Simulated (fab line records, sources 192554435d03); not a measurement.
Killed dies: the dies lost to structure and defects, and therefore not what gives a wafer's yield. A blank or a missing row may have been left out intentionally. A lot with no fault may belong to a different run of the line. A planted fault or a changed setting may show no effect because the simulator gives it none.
Split-lot study + flow n5 finfet + 21 wafers read from 7 lots, route of 1938 steps

== THE SPLIT ITSELF ==
At N5_SD_EPI_N_PEB_07 (peb time 60 s), the setting peb time s was moved away from the recipe's 60 s on 9 of the 21 wafers read, by -19.5% to +19.8%. All remaining wafers had this setting at the recipe value.

== BETWEEN THE SPLIT AND THE READING: the file shows 1 step in between ==
- N5_SD_EPI_N_DEVELOP_08: develop time 30 s

== THE READING ==
cd nm at N5_SD_EPI_N_CD_MEAS_09, given in nm (cd target 120 nm). Typical for fault-free wafers on this fab line: 119.3 nm, with standard deviation 1.1 nm.

| wafer  | tool, chamber at the split | peb time s as run, s | against the recipe | cd nm, nm | against lot-mates on the recipe |
|--------|----------------------------|----------------------|--------------------|-----------|---------------------------------|
| L075.1 | litho track-01, 0          | 60                   | recipe             | 118.9     | -                               |
| L075.5 | litho track-01, 0          | 48.32                | -19.5%             | 111.9     | -7.0                            |
| L075.6 | litho track-01, 0          | 48.32                | -19.5%             | 111.5     | -7.4                            |
| L077.3 | litho track-04, 0          | 60                   | recipe             | 120.2     | -                               |
| L077.5 | litho track-04, 0          | 71.9                 | +19.8%             | 126.0     | +5.1                            |
| L077.6 | litho track-04, 0          | 60                   | recipe             | 121.6     | -                               |
| L080.1 | litho track-04, 0          | 60                   | recipe             | 119.7     | -                               |
| L080.5 | litho track-04, 0          | 60                   | recipe             | 120.0     | -                               |
| L080.6 | litho track-04, 0          | 60                   | recipe             | 120.2     | -                               |
| L084.2 | litho track-03, 0          | 49.11                | -18.1%             | 110.3     | -8.4                            |
| L084.3 | litho track-03, 0          | 60                   | recipe             | 118.7     | -                               |
| L084.5 | litho track-03, 0          | 49.11                | -18.1%             | 109.6     | -9.1                            |
| L085.1 | litho track-01, 0          | 60                   | recipe             | 118.3     | -                               |
| L085.2 | litho track-01, 0          | 48.47                | -19.2%             | 111.7     | -7.0                            |
| L085.6 | litho track-01, 0          | 60                   | recipe             | 119.1     | -                               |
| L089.3 | litho track-01, 0          | 64.25                | +7.1%              | 121.3     | +1.9                            |
| L089.5 | litho track-01, 0          | 64.25                | +7.1%              | 120.5     | +1.1                            |
| L089.6 | litho track-01, 0          | 60                   | recipe             | 119.4     | -                               |
| L097.1 | litho track-04, 0          | 60                   | recipe             | 121.6     | -                               |
| L097.2 | litho track-04, 0          | 60                   | recipe             | 120.5     | -                               |
| L097.6 | litho track-04, 0          | 65.61                | +9.3%              | 123.7     | +2.7                            |

THE FIT
A straight line over all 21 wafers: cd nm changes by +0.414 nm for each +1% of peb time s; r = +0.96; the points scatter about the line by 1.3 nm.
The same after taking each lot's own level away (the mean of its wafers on the recipe; 21 wafers): +0.362 nm for each +1%; r = +0.98; scatter 0.89 nm.
Per that fit: largest peb time s move, reading shift of 7.2 nm.
From 118.70 to 121.05 nm: that is the span of the lots' own levels, equal to 2.1 times the standard deviation above.
So the slope is not independent of the lot-to-lot level: the two fits are not the same.
Check: with one of the wafers moved furthest among these (+19.8%) left out of the fit, the line predicts +7.3 nm for it against its lot-mates. Against them it came out at +5.1 nm.

== OTHER SPLITS ON THESE WAFERS ==
Note: prior to the reading, these wafers also went through further splits. Each is held against what the fit with the lots' levels taken away leaves over:
| other split on the same wafers        | wafers away from the commonest value | r with cd nm (lot level and that fit taken away) |
|---------------------------------------|--------------------------------------|--------------------------------------------------|
| N5_ZERO_LAYER_COAT_05 spin rpm        | 9                                    | -0.12                                            |
| N5_ZERO_LAYER_EXPOSE_08 dose mj       | 5                                    | -0.18                                            |
| N5_FIN_SAQP_SPACER1_ALD_24 ald cycles | 6                                    | -0.32                                            |
| N5_DUMMY_GATE_COAT_28 spin rpm        | 5                                    | +0.05                                            |

== THE WHOLE CHAIN: every reading that the file lists as answering this split, in the file's order ==
| step                   | what it does                                           | reading                                                         | change (the file's fit)               | r (the file's) |
|------------------------|--------------------------------------------------------|-----------------------------------------------------------------|---------------------------------------|----------------|
| N5_SD_EPI_N_CD_MEAS_09 | target cd 120 nm                                       | cd nm                                                           | +0.354 nm for each +1% of the setting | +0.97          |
| N5_SD_EPI_N_DESCUM_14  | chemistry O2, time 7.9 s                               | SD_EPI_N.cd nm (the simulator's own value, which no gauge read) | +0.355 nm for each +1% of the setting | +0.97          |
| N5_SD_EPI_N_ETCH_34    | etches SiARC in CF4, target depth 45.5 nm, time 75.8 s | SD_EPI_N.cd nm (the simulator's own value, which no gauge read) | +0.356 nm for each +1% of the setting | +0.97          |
| N5_SD_EPI_N_ETCH_35    | etches SOC in N2/H2, overetch 108 nm, time 486 s       | SD_EPI_N.cd nm (the simulator's own value, which no gauge read) | +0.41 nm for each +1% of the setting  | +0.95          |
| N5_SD_EPI_N_ETCH_16    | etches SiO2 in CHF3/O2, target depth 5 nm              | SD_EPI_N.cd nm (the simulator's own value, which no gauge read) | +0.4 nm for each +1% of the setting   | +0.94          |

== FILE'S OWN FIT ==
cd nm changes by +0.354 nm for each +1% of peb time s, r = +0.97.
